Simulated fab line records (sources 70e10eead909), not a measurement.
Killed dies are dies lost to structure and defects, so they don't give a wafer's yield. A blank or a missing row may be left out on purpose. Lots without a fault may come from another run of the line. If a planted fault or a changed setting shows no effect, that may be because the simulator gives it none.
fab line records	flow nand-harc
record: lots: 24	wafers: 72	last-day: 33
route steps=1302 shown A_CHANNEL_FILL_D1@495 A_ONON_D2@550
lots with no fault: from the same line, run without faults
start-h: the number of hours between the record's first day and the start of the first shown wafer of the lot	wait-h: hours elapsed since this lot's preceding step	" unchanged from the row above	L1.1+2: a row that stands for several wafers	- no value, or no start given	* or withheld: withheld	< > ~ a bound
route shown NAME@n: a module of which the file shows steps, and the number in the route of the first	usual: the fault-free wafers' mean and standard deviation	same: alike in all rows	chamber/n: place in a boat	sites: per-site readings	_std_site: how widely they spread, as a standard deviation	_edge_site: outer sites' mean less inner sites'	radius-mm: for every site, how far away it sits from the centre of the wafer	mask NAME#n: copy n	behind: the most recent tool/chamber to have shaped the wafer	hold: reason for holding the lot/hours on hold/outcome of the hold	device: which transistor (n, p or np) failed to switch	end of line: at the end of the route, the tests of the same wafers	step lacking rows: just its recipe	killed: at the first sort, the dies lost to defects and structure; wafer yield is something else	map: a wafer's dies, x killed, . not, _ none there
set.NAME: the setting the step ran with; set.NAME@STEP: the setting that earlier step ran with	model.NAME: the simulator's own value behind a step, which no gauge read
a sample of lots followed through the steps of the route, with each step as a table and each wafer as a row
services: the hour from which a tool's chamber was out of use, counted from the record's first day as start-h (under 0 if before that day), plus the number of hours and why
== steps ==
step: NHARC_A_CHANNEL_FILL_D1_ALD_15
recipe: target-thk-a: 20	pulse-time-s: 60	ald-cycles: 19	temp-c: 630	pressure-torr: 2	material: SiNx
usual: precursor-pulse-height-rel: 0.999/0.021
lot.wafer	tool	chamber	start-h	wait-h	precursor-pulse-height-rel
L074.1	ald-sin-batch-03	0	-	-	1.002
L074.5	"	0	"	"	0.992
L074.6	"	0	"	"	1.029
L075.1	ald-sin-batch-01	0	209.56	3.2	1.037
L075.2	"	0	"	"	0.991
L075.5	"	0	"	"	0.980
L076.1	ald-sin-batch-02	0	-	-	0.993
L076.3	"	0	"	"	1.006
L076.5	"	0	"	"	0.989
L078.1	ald-sin-batch-02	0	-	-	1.018
L078.2	"	0	"	"	0.984
L078.4	"	0	"	"	1.006
L077.1	ald-sin-batch-03	0	-	-	1.001
L077.2	"	0	"	"	1.015
L077.6	"	0	"	"	0.995
L079.2	ald-sin-batch-03	0	-	-	1.005
L079.3	"	0	"	"	1.029
L079.4	"	0	"	"	1.008
L080.2	ald-sin-batch-01	0	-	-	1.007
L080.4	"	0	"	"	0.946
L080.5	"	0	"	"	1.002
L081.3	ald-sin-batch-02	0	-	-	1.006
L081.4	"	0	"	"	1.003
L081.6	"	0	"	"	0.932
L082.2	ald-sin-batch-01	0	-	-	0.975
L082.5	"	0	"	"	1.014
L082.6	"	0	"	"	0.994
L083.1	ald-sin-batch-02	0	-	-	1.010
L083.5	"	0	"	"	1.013
L083.6	"	0	"	"	0.999
L084.1	ald-sin-batch-02	0	-	-	1.019
L084.4	"	0	"	"	1.002
L084.6	"	0	"	"	0.998
L085.2	ald-sin-batch-01	0	-	-	0.960
L085.3	"	0	"	"	0.996
L085.5	"	0	"	"	0.995
L086.1	ald-sin-batch-01	0	-	-	0.999
L086.2	"	0	"	"	1.012
L086.3	"	0	"	"	1.019
L087.3	ald-sin-batch-01	0	-	-	0.994
L087.4	"	0	"	"	1.010
L087.6	"	0	"	"	1.037
L088.1	ald-sin-batch-01	0	-	-	0.943
L088.3	"	0	"	"	1.007
L088.6	"	0	"	"	1.031
L089.1	ald-sin-batch-02	0	-	-	1.005
L089.4	"	0	"	"	0.967
L089.6	"	0	"	"	1.001
L090.1	ald-sin-batch-02	0	-	-	1.004
L090.3	"	0	"	"	0.992
L090.6	"	0	"	"	1.005
L091.1	ald-sin-batch-02	0	-	-	0.950
L091.5	"	0	"	"	1.007
L091.6	"	0	"	"	0.969
L092.1	ald-sin-batch-02	0	-	-	1.039
L092.3	"	0	"	"	0.987
L092.4	"	0	"	"	1.011
L093.2	ald-sin-batch-02	0	-	-	1.005
L093.3	"	0	"	"	0.990
L093.6	"	0	"	"	0.996
L094.3	ald-sin-batch-03	0	-	-	0.988
L094.4	"	0	"	"	1.003
L094.6	"	0	"	"	0.994
L095.2	ald-sin-batch-02	0	-	-	0.970
L095.3	"	0	"	"	0.962
L095.6	"	0	"	"	0.971
L096.3	ald-sin-batch-03	0	-	-	1.027
L096.4	"	0	"	"	0.964
L096.6	"	0	"	"	0.968
L097.1	ald-sin-batch-02	0	-	-	1.022
L097.3	"	0	"	"	0.988
L097.6	"	0	"	"	0.965
step: NHARC_A_CHANNEL_FILL_D1_ETCHBACK_20
recipe: target-depth-a: 270	time-s: 13.5	c4f8-flow-sccm: withheld	o2-flow-sccm: 8	ar-flow-sccm: withheld	rf-w: 600	bias-w: 1500	chemistry: C4F8/O2/Ar
usual: oes-product-au: 0.97/0.036	rf-vpp-V: 979/5.2
lot.wafer	tool	chamber	start-h	wait-h	oes-product-au	rf-hours-counter-h	rf-vpp-V
L074.1	rie-diel-09	1	209.63	-	1.00	4	980
L074.5	"	3	"	"	1.01	-	985
L074.6	"	0	"	"	1.01	-	982
L075.1	rie-diel-01	0	223.62	-	0.98	0	977
L075.2	"	3	"	"	0.99	0	984
L075.5	"	1	"	"	1.01	-	973
L076.3	rie-diel-03	2	236.81	-	0.92	7	974
L076.1	"	3	"	"	0.92	7	977
L076.5	"	0	"	"	0.92	-	973
L078.4	rie-diel-01	1	244.55	-	0.97	1	973
L078.1	"	3	"	"	0.96	1	985
L078.2	"	0	"	"	0.97	1	977
L077.2	rie-diel-01	3	249.64	-	1.00	2	985
L077.1	"	0	"	"	0.99	2	977
L077.6	"	0	"	"	1.00	-	977
L079.4	rie-diel-01	2	264.45	-	0.99	2	986
L079.2	"	3	"	"	0.99	2	984
L079.3	"	0	"	"	1.00	2	977
L080.4	rie-diel-03	3	270.49	-	0.92	10	979
L080.2	"	2	"	"	0.98	10	974
L080.5	"	0	"	"	0.91	-	972
L081.4	rie-diel-09	2	277.29	-	0.94	8	970
L081.3	"	3	"	"	0.93	7	987
L081.6	"	0	"	"	0.92	-	980
L082.2	rie-diel-09	0	291.39	-	1.00	7	981
L082.5	"	3	"	"	1.02	-	985
L082.6	"	0	"	"	1.01	-	981
L083.1	rie-diel-09	2	309.99	-	0.93	8	970
L083.5	"	1	"	"	0.94	-	981
L083.6	"	2	"	"	0.94	-	970
L084.1	rie-diel-09	1	316.66	-	0.94	9	981
L084.6	"	0	"	"	0.92	-	981
L084.4	"	1	"	"	0.94	-	980
L085.3	rie-diel-01	2	324.91	-	0.98	7	986
L085.2	"	3	"	"	0.99	7	985
L085.5	"	0	"	"	1.00	-	977
L086.2	rie-diel-03	3	324.91	-	0.98	2	977
L086.1	"	1	"	"	0.98	3	978
L086.3	"	2	"	"	0.97	2	975
L089.4	rie-diel-09	1	355.88	-	0.93	1	980
L089.1	"	0	"	"	0.94	1	981
L089.6	"	2	"	"	0.90	-	971
L088.3	rie-diel-03	3	355.89	-	0.99	3	976
L088.1	"	0	"	"	1.00	5	970
L088.6	"	2	"	"	0.98	-	975
L087.3	rie-diel-01	0	355.92	-	0.92	9	975
L087.6	"	2	"	"	0.92	-	985
L087.4	"	3	"	"	0.92	-	984
L091.1	rie-diel-09	1	372.82	-	1.00	2	980
L091.5	"	3	"	"	1.02	-	984
L091.6	"	0	"	"	1.01	-	981
L090.3	rie-diel-03	1	372.82	-	0.99	6	979
L090.1	"	3	"	"	0.99	4	978
L090.6	"	1	"	"	0.99	-	977
L093.2	rie-diel-01	3	398.74	-	1.01	0	984
L093.3	"	0	"	"	0.99	0	976
L093.6	"	3	"	"	1.01	-	983
L092.4	rie-diel-09	2	398.78	-	0.99	3	970
L092.3	"	3	"	"	1.02	3	984
L092.1	"	0	"	"	1.02	2	982
L094.4	rie-diel-03	2	418.79	-	0.93	7	973
L094.3	"	0	"	"	0.94	7	972
L094.6	"	2	"	"	0.92	-	974
L095.2	rie-diel-09	1	422.26	-	0.94	4	979
L095.3	"	3	"	"	0.94	4	987
L095.6	"	2	"	"	0.92	-	970
L096.4	rie-diel-03	0	432.72	-	1.01	8	971
L096.3	"	1	"	"	0.99	9	977
L096.6	"	3	"	"	1.01	-	979
L097.1	rie-diel-01	1	447.19	-	0.99	3	972
L097.3	"	2	"	"	1.01	2	985
L097.6	"	1	"	"	1.00	-	972
step: NHARC_A_CHANNEL_FILL_D1_ETCHBACK_08
recipe: target-depth-a: 2200	time-s: 110	c4f8-flow-sccm: 20	ar-flow-sccm: withheld	rf-w: 600	bias-w: 300	chemistry: C4F8
usual: oes-product-au: 0.96/0.038	rf-vpp-V: 441.3/2.4
lot.wafer	tool	chamber	start-h	wait-h	oes-product-au	rf-hours-counter-h	rf-vpp-V
L074.1	rie-diel-03	1	-	-	0.93	7.8	440.1
L074.6	"	0	"	"	0.92	-	437.7
L074.5	"	1	"	"	0.94	-	440.7
L075.2	rie-diel-01	1	-	-	0.93	1.4	438.6
L075.1	"	2	"	"	0.91	1.4	444.7
L075.5	"	3	"	"	0.92	-	444.8
L076.3	rie-diel-01	3	-	-	0.99	1.6	443.9
L076.1	"	1	"	"	0.99	1.7	438.4
L076.5	"	3	"	"	1.00	-	442.6
L078.4	rie-diel-01	3	-	-	0.93	1.8	442.8
L078.1	"	0	"	"	0.93	1.8	440.0
L078.2	"	2	"	"	0.92	1.9	444.8
L077.2	rie-diel-01	0	-	-	0.93	2.5	440.8
L077.1	"	1	"	"	0.93	2.4	438.3
L077.6	"	0	"	"	0.93	-	441.1
L079.4	rie-diel-09	0	-	-	0.93	6.7	442.3
L079.3	"	2	"	"	0.92	7.7	437.4
L079.2	"	3	"	"	0.93	6.8	444.6
L080.2	rie-diel-09	1	-	-	0.93	7.8	441.4
L080.4	"	2	"	"	0.93	7.9	437.3
L080.5	"	0	"	"	0.92	-	442.6
L081.4	rie-diel-01	0	-	-	0.99	4.2	440.2
L081.3	"	2	"	"	0.98	4.5	444.7
L081.6	"	1	"	"	0.99	-	436.3
L082.2	rie-diel-01	2	-	-	1.00	5.5	444.6
L082.5	"	0	"	"	1.00	-	439.5
L082.6	"	3	"	"	0.98	-	444.5
L083.1	rie-diel-03	3	-	-	0.97	1.5	440.7
L083.6	"	2	"	"	0.99	-	438.1
L083.5	"	3	"	"	0.98	-	442.6
L084.1	rie-diel-01	3	-	-	0.91	7.5	443.8
L084.4	"	3	"	"	0.92	-	445.1
L084.6	"	0	"	"	0.92	-	440.3
L086.2	rie-diel-03	1	-	-	0.90	3.3	440.2
L086.3	"	2	"	"	0.91	2.7	438.9
L086.1	"	3	"	"	0.92	1.9	440.4
L085.2	rie-diel-01	2	-	-	0.90	7.5	443.4
L085.3	"	3	"	"	0.92	7.7	444.6
L085.5	"	0	"	"	0.92	-	440.5
L089.1	rie-diel-01	2	-	-	0.91	10.0	443.9
L089.4	"	2	"	"	0.91	-	444.6
L089.6	"	0	"	"	0.93	-	442.3
L087.3	rie-diel-03	2	-	-	0.98	4.9	438.9
L087.4	"	1	"	"	0.98	5.6	440.3
L087.6	"	3	"	"	0.98	-	440.6
L088.3	rie-diel-09	3	-	-	1.02	2.4	444.8
L088.1	"	0	"	"	1.02	2.2	442.0
L088.6	"	3	"	"	1.03	-	444.6
L090.3	rie-diel-09	3	-	-	1.01	2.7	443.3
L090.1	"	1	"	"	0.99	2.1	442.8
L090.6	"	2	"	"	0.97	-	436.9
L091.1	rie-diel-01	3	-	-	1.01	0.0	444.2
L091.5	"	0	"	"	1.00	-	438.6
L091.6	"	2	"	"	1.01	-	444.8
L093.3	rie-diel-09	3	-	-	1.02	3.9	443.4
L093.2	"	1	"	"	1.01	3.6	441.7
L093.6	"	3	"	"	1.02	-	443.5
L092.1	rie-diel-03	3	-	-	0.98	5.6	439.5
L092.3	"	0	"	"	0.94	7.1	437.4
L092.4	"	1	"	"	0.93	7.4	440.1
L094.3	rie-diel-09	2	-	-	0.93	4.4	436.4
L094.4	"	3	"	"	0.95	4.5	444.2
L094.6	"	0	"	"	0.94	-	442.1
L095.2	rie-diel-01	0	-	-	0.93	2.9	439.1
L095.3	"	2	"	"	0.94	1.9	442.9
L095.6	"	0	"	"	0.93	-	439.9
L096.4	rie-diel-01	0	-	-	1.00	3.3	440.8
L096.3	"	2	"	"	1.02	2.3	445.1
L096.6	"	0	"	"	1.00	-	440.0
L097.3	rie-diel-09	1	-	-	0.93	5.8	440.8
L097.1	"	3	"	"	0.93	6.0	443.9
L097.6	"	0	"	"	0.93	-	441.9
step: NHARC_A_ONON_D2_THK_MEAS_08
recipe: thk-meas-gauge: ellipsometry
usual: thk-nm: 999/9.2
lot.wafer	tool	chamber	start-h	wait-h	thk-nm
L074.1	film-metro-02	-	271.62	-	1000
L074.5	"	-	"	"	1000
L074.6	"	-	"	"	1000
L075.1	film-metro-02	-	284.17	-	1015
L075.2	"	-	"	"	1016
L075.5	"	-	"	"	1015
L076.1	film-metro-02	-	296.40	-	1000
L076.3	"	-	"	"	999
L076.5	"	-	"	"	999
L078.1	film-metro-01	-	301.91	-	1000
L078.2	"	-	"	"	1002
L078.4	"	-	"	"	1000
L077.1	film-metro-01	-	320.75	-	990
L077.2	"	-	"	"	990
L077.6	"	-	"	"	990
L080.2	film-metro-01	-	329.66	-	996
L080.4	"	-	"	"	995
L080.5	"	-	"	"	994
L079.2	film-metro-02	-	329.66	-	995
L079.3	"	-	"	"	993
L079.4	"	-	"	"	993
L081.3	film-metro-01	-	339.54	-	998
L081.4	"	-	"	"	1000
L081.6	"	-	"	"	999
L082.2	film-metro-01	-	351.00	-	1003
L082.5	"	-	"	"	1004
L082.6	"	-	"	"	1003
L084.1	film-metro-01	-	374.28	-	989
L084.4	"	-	"	"	990
L084.6	"	-	"	"	989
L083.1	film-metro-01	-	374.28	-	1006
L083.5	"	-	"	"	1005
L083.6	"	-	"	"	1005
L086.1	film-metro-01	-	382.45	-	991
L086.2	"	-	"	"	989
L086.3	"	-	"	"	988
L085.2	film-metro-01	-	382.60	-	983
L085.3	"	-	"	"	982
L085.5	"	-	"	"	983
L089.1	film-metro-02	-	417.46	-	1008
L089.4	"	-	"	"	1009
L089.6	"	-	"	"	1009
L088.1	film-metro-01	-	417.60	-	996
L088.3	"	-	"	"	998
L088.6	"	-	"	"	997
L087.3	film-metro-02	-	417.82	-	1006
L087.4	"	-	"	"	1004
L087.6	"	-	"	"	1005
L090.1	film-metro-01	-	436.52	-	997
L090.3	"	-	"	"	996
L090.6	"	-	"	"	995
L091.1	film-metro-02	-	436.76	-	982
L091.5	"	-	"	"	983
L091.6	"	-	"	"	982
L093.2	film-metro-02	-	464.33	-	989
L093.3	"	-	"	"	989
L093.6	"	-	"	"	990
L092.1	film-metro-02	-	464.52	-	1011
L092.3	"	-	"	"	1010
L092.4	"	-	"	"	1012
L095.2	film-metro-01	-	476.95	-	995
L095.3	"	-	"	"	993
L095.6	"	-	"	"	994
L094.3	film-metro-02	-	477.08	-	996
L094.4	"	-	"	"	994
L094.6	"	-	"	"	994
L096.3	film-metro-01	-	494.20	-	1019
L096.4	"	-	"	"	1019
L096.6	"	-	"	"	1017
L097.1	film-metro-01	-	508.64	-	1007
L097.3	"	-	"	"	1005
L097.6	"	-	"	"	1006
step: NHARC_A_ONON_D2_DEP_33
recipe: target-thk-a: 2000	temp-c: 400	pressure-torr: 6.5	rf-w: 900	teos-flow-sccm: 161.4	flow-sccm: 2650	target-thk-nm: 200	gas: O2	material: SiO2
usual: heater-power-w: 534/67	throttle-valve-pct: 16.1/0.37
lot.wafer	tool	chamber	start-h	wait-h	heater-power-w	throttle-valve-pct
L074.1	pecvd-02	2	282.83	0.1	481	16.8
L074.5	"	0	"	"	478	16.1
L074.6	"	1	"	"	509	15.9
L075.2	pecvd-01	2	295.82	0.1	548	16.9
L075.1	"	1	"	"	589	15.9
L075.5	"	2	"	"	562	17.0
L076.3	pecvd-01	1	307.57	0.1	473	15.9
L076.1	"	2	"	"	474	16.9
L076.5	"	0	"	"	456	16.2
L078.2	pecvd-02	2	313.01	0.1	366	16.6
L078.1	"	0	"	"	518	16.2
L078.4	"	0	"	"	515	16.1
L077.2	pecvd-04	0	331.94	0.1	670	15.5
L077.1	"	2	"	"	567	16.4
L077.6	"	1	"	"	574	16.1
L079.3	pecvd-04	1	340.49	0.1	542	15.7
L079.2	"	0	"	"	592	15.5
L079.4	"	2	"	"	528	16.2
L080.2	pecvd-02	2	340.51	0.1	437	16.8
L080.4	"	1	"	"	518	16.2
L080.5	"	0	"	"	401	16.2
L081.3	pecvd-01	0	350.40	0.1	440	15.8
L081.4	"	0	"	"	474	15.8
L081.6	"	2	"	"	642	16.2
L082.2	pecvd-04	2	362.20	0.1	501	16.4
L082.5	"	0	"	"	574	15.2
L082.6	"	1	"	"	479	15.9
L083.1	pecvd-04	1	385.85	0.1	602	15.9
L083.5	"	2	"	"	568	16.3
L083.6	"	0	"	"	642	15.5
L084.1	pecvd-01	0	385.85	0.1	494	16.0
L084.6	"	2	"	"	604	16.5
L084.4	"	1	"	"	477	16.2
L086.3	pecvd-04	1	393.27	0.1	561	16.1
L086.2	"	2	"	"	528	16.3
L086.1	"	0	"	"	553	15.4
L085.2	pecvd-02	1	393.30	0.1	608	16.2
L085.3	"	2	"	"	464	16.6
L085.5	"	1	"	"	610	16.4
L089.1	pecvd-02	1	429.02	0.1	502	16.2
L089.6	"	0	"	"	469	16.3
L089.4	"	2	"	"	512	16.2
L087.3	pecvd-04	2	429.07	0.1	511	16.2
L087.4	"	0	"	"	609	15.4
L087.6	"	2	"	"	526	16.2
L088.1	pecvd-01	0	429.10	0.1	520	15.8
L088.3	"	2	"	"	620	16.4
L088.6	"	0	"	"	536	15.8
L091.1	pecvd-01	0	447.33	0.1	568	15.9
L091.5	"	1	"	"	463	16.3
L091.6	"	2	"	"	611	16.3
L090.1	pecvd-04	1	447.38	0.1	525	16.2
L090.3	"	2	"	"	549	16.3
L090.6	"	1	"	"	521	16.3
L093.2	pecvd-02	0	475.25	0.1	428	16.2
L093.3	"	1	"	"	636	16.0
L093.6	"	0	"	"	458	16.5
L092.1	pecvd-04	0	475.29	0.1	616	15.7
L092.3	"	1	"	"	598	15.9
L092.4	"	0	"	"	625	15.4
L095.2	pecvd-02	0	487.84	0.1	454	16.6
L095.3	"	1	"	"	601	16.1
L095.6	"	1	"	"	611	16.0
L094.4	pecvd-04	2	487.89	0.2	558	16.0
L094.3	"	1	"	"	554	15.6
L094.6	"	1	"	"	570	15.8
L096.3	pecvd-04	1	505.08	0.1	514	15.9
L096.6	"	1	"	"	514	16.0
L096.4	"	2	"	"	478	15.9
L097.1	pecvd-04	0	519.43	0.1	593	15.3
L097.3	"	1	"	"	609	16.1
L097.6	"	1	"	"	614	16.1
step: NHARC_A_ONON_D2_THK_MEAS_34
recipe: thk-meas-gauge: ellipsometry
usual: thk-nm: 199.9/3
lot.wafer	tool	chamber	start-h	wait-h	thk-nm
L074.1	film-metro-02	-	283.15	-	198.4
L074.5	"	-	"	"	203.6
L074.6	"	-	"	"	199.1
L075.1	film-metro-01	-	296.23	-	195.5
L075.2	"	-	"	"	197.2
L075.5	"	-	"	"	198.7
L076.1	film-metro-01	-	307.98	-	199.7
L076.3	"	-	"	"	197.7
L076.5	"	-	"	"	201.7
L078.1	film-metro-02	-	313.42	-	200.9
L078.2	"	-	"	"	199.2
L078.4	"	-	"	"	205.3
L077.1	film-metro-02	-	332.35	-	201.1
L077.2	"	-	"	"	196.4
L077.6	"	-	"	"	202.2
L080.2	film-metro-02	-	340.88	-	195.5
L080.4	"	-	"	"	200.9
L080.5	"	-	"	"	202.6
L079.2	film-metro-01	-	340.91	-	192.6
L079.3	"	-	"	"	198.0
L079.4	"	-	"	"	200.3
L081.3	film-metro-01	-	350.82	-	194.2
L081.4	"	-	"	"	196.0
L081.6	"	-	"	"	194.1
L082.2	film-metro-02	-	362.62	-	200.5
L082.5	"	-	"	"	204.6
L082.6	"	-	"	"	203.4
L084.1	film-metro-01	-	386.22	-	195.8
L084.4	"	-	"	"	203.4
L084.6	"	-	"	"	196.7
L083.1	film-metro-01	-	386.26	-	198.6
L083.5	"	-	"	"	205.8
L083.6	"	-	"	"	200.4
L085.2	film-metro-02	-	393.67	-	198.8
L085.3	"	-	"	"	198.7
L085.5	"	-	"	"	200.1
L086.1	film-metro-01	-	393.69	-	192.5
L086.2	"	-	"	"	197.8
L086.3	"	-	"	"	196.5
L087.3	film-metro-02	-	429.39	-	199.6
L087.4	"	-	"	"	200.7
L087.6	"	-	"	"	202.2
L089.1	film-metro-01	-	429.39	-	199.6
L089.4	"	-	"	"	202.4
L089.6	"	-	"	"	200.5
L088.1	film-metro-01	-	429.58	0.4	196.3
L088.3	"	-	"	"	199.2
L088.6	"	-	"	"	198.5
L091.1	film-metro-01	-	447.74	-	191.6
L091.5	"	-	"	"	199.0
L091.6	"	-	"	"	195.4
L090.1	film-metro-02	-	447.74	-	200.5
L090.3	"	-	"	"	200.0
L090.6	"	-	"	"	200.8
L093.2	film-metro-01	-	475.62	-	203.2
L093.3	"	-	"	"	199.6
L093.6	"	-	"	"	206.4
L092.1	film-metro-02	-	475.66	-	202.3
L092.3	"	-	"	"	202.3
L092.4	"	-	"	"	202.5
L095.2	film-metro-02	-	488.21	-	199.6
L095.3	"	-	"	"	198.8
L095.6	"	-	"	"	200.6
L094.3	film-metro-01	-	488.31	0.3	206.4
L094.4	"	-	"	"	200.2
L094.6	"	-	"	"	201.9
L096.3	film-metro-02	-	505.45	-	199.1
L096.4	"	-	"	"	202.0
L096.6	"	-	"	"	202.1
L097.1	film-metro-01	-	519.80	-	197.8
L097.3	"	-	"	"	198.4
L097.6	"	-	"	"	203.1
== services ==
tool	chamber	start-h	hours	kind
rie-diel-03	-	181.80	0.5	repair
rie-diel-03	2	182.89	12.9	repair
rie-diel-09	3	200.05	2.7	repair
rie-diel-01	-	203.80	9.0	pm
rie-diel-03	0	253.33	6.0	repair
rie-diel-01	1	256.12	4.8	repair
ald-sin-batch-02	-	266.00	26.0	pm
rie-diel-03	-	281.71	9.0	pm
rie-diel-03	3	297.13	8.0	repair
rie-diel-09	2	299.62	4.5	repair
rie-diel-01	1	302.54	98.0	repair
rie-diel-09	2	311.19	16.1	repair
rie-diel-09	-	320.10	9.0	pm
rie-diel-09	1	329.92	8.1	repair
rie-diel-01	3	361.98	1.3	repair
rie-diel-01	-	380.80	9.0	pm
rie-diel-01	2	425.74	9.2	repair
rie-diel-01	-	443.40	1.0	repair
rie-diel-01	3	445.28	3.9	repair
rie-diel-03	2	451.73	11.9	repair
rie-diel-01	1	469.50	4.5	repair
rie-diel-01	-	494.67	1.1	repair
rie-diel-09	0	496.92	25.6	repair
rie-diel-09	-	497.10	9.0	pm
== key ==
fault none
